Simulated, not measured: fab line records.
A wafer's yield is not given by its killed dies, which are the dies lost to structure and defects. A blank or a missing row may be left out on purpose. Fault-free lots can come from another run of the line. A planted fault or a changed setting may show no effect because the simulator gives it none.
The tool behind it: which one? | flow n5-finfet | Sampling: 10 lots, 30 wafers, 5 of 1938 route steps

## WHAT THE GAUGES SHOWED, per wafer
N5_BEOL_M4_RC_MEAS_101.
lot  | measured     | on        | DIBL_N (mV/V)
L286 | day 8 07:10  | prober-01 | 37.2 37.2 37.5
L288 | day 9 00:22  | prober-02 | 34.6 36.9 37.7
L290 | day 9 07:05  | prober-01 | 37.5 35.5 38.3
L293 | day 10 09:15 | prober-01 | 36.0 34.4 35.0
L295 | day 10 12:55 | prober-01 | 34.6 36.2 35.7
L296 | day 10 23:44 | prober-01 | 35.9 38.3 35.1
L302 | day 11 22:14 | prober-01 | 35.6 35.3 37.2
L303 | day 12 19:30 | prober-02 | 37.2 36.8 36.7
L304 | day 12 22:25 | prober-01 | 39.8 38.6 38.2
L306 | day 13 12:08 | prober-02 | 35.3 34.5 35.9

## WHICH TOOL RAN EACH LOT (tool, then ch and the chambers of the sampled wafers, then the start)
lot  | N5_BEOL_M4_SPUTTER_86        | N5_BEOL_M4_SPUTTER_88        | N5_BEOL_M4_SPUTTER_96        | N5_BEOL_M4_CO_CAP_55
L286 | pvd-sputter-01, day 8 04:55  | pvd-sputter-01, day 8 05:08  | pvd-sputter-01, day 8 06:04  | cvd-co-02 ch 0,1,2, day 8 06:56
L288 | pvd-sputter-02, day 8 21:35  | pvd-sputter-02, day 8 21:48  | pvd-sputter-02, day 8 22:41  | cvd-co-01 ch 0,1,2, day 8 23:42
L290 | pvd-sputter-01, day 9 04:49  | pvd-sputter-01, day 9 05:02  | pvd-sputter-01, day 9 05:55  | cvd-co-01 ch 0,2, day 9 06:51
L293 | pvd-sputter-02, day 10 06:43 | pvd-sputter-02, day 10 06:56 | pvd-sputter-02, day 10 07:49 | cvd-co-02 ch 0,1,2, day 10 08:41
L295 | pvd-sputter-02, day 10 10:25 | pvd-sputter-02, day 10 10:38 | pvd-sputter-02, day 10 11:31 | cvd-co-01 ch 0,1, day 10 12:32
L296 | pvd-sputter-01, day 10 21:17 | pvd-sputter-01, day 10 21:30 | pvd-sputter-01, day 10 22:23 | cvd-co-01 ch 0,1,2, day 10 23:19
L302 | pvd-sputter-01, day 11 20:03 | pvd-sputter-01, day 11 20:16 | pvd-sputter-01, day 11 21:09 | cvd-co-01 ch 0,1,2, day 11 22:01
L303 | pvd-sputter-01, day 12 16:59 | pvd-sputter-01, day 12 17:13 | pvd-sputter-01, day 12 18:05 | cvd-co-01 ch 0,1,2, day 12 18:57
L304 | pvd-sputter-01, day 12 19:55 | pvd-sputter-01, day 12 20:08 | pvd-sputter-01, day 12 21:01 | cvd-co-02 ch 0,1,2, day 12 22:11
L306 | pvd-sputter-01, day 13 09:56 | pvd-sputter-01, day 13 10:10 | pvd-sputter-01, day 13 11:02 | cvd-co-02 ch 1,2, day 13 11:54
- N5_BEOL_M4_SPUTTER_86: material Cu, target thk 4.5 nm, time 8.29 s.
- N5_BEOL_M4_SPUTTER_88: material Cu, target thk 4.5 nm, time 8.29 s.
- N5_BEOL_M4_SPUTTER_96: material Cu, target thk 4.5 nm, time 8.29 s.
- N5_BEOL_M4_CO_CAP_55: material Co, precursor CCTBA/H2, target thk 2 nm, time 102.1 s.

## THE ANSWER, worked out from the rows above alone
Rule: what is usual is taken from the lots themselves. Put in order of their means at a reading, lots are off if they are a third of the lots or fewer, leave a main group of 4 or more, and stand apart from it by a gap of 3 or more times the standard deviation of the main group's means; of several such gaps the widest counts. If all means in a main group match to the digits the tables above print for the reading, that group is not used. A lot without any number at a reading at which 4 lots or more have one is off too. All remaining lots with rows at the step are treated as sound.
None of the lots is off at any reading shown; this tells nothing.

## WHAT HAD BEEN PUT IN BY THE SIMULATOR
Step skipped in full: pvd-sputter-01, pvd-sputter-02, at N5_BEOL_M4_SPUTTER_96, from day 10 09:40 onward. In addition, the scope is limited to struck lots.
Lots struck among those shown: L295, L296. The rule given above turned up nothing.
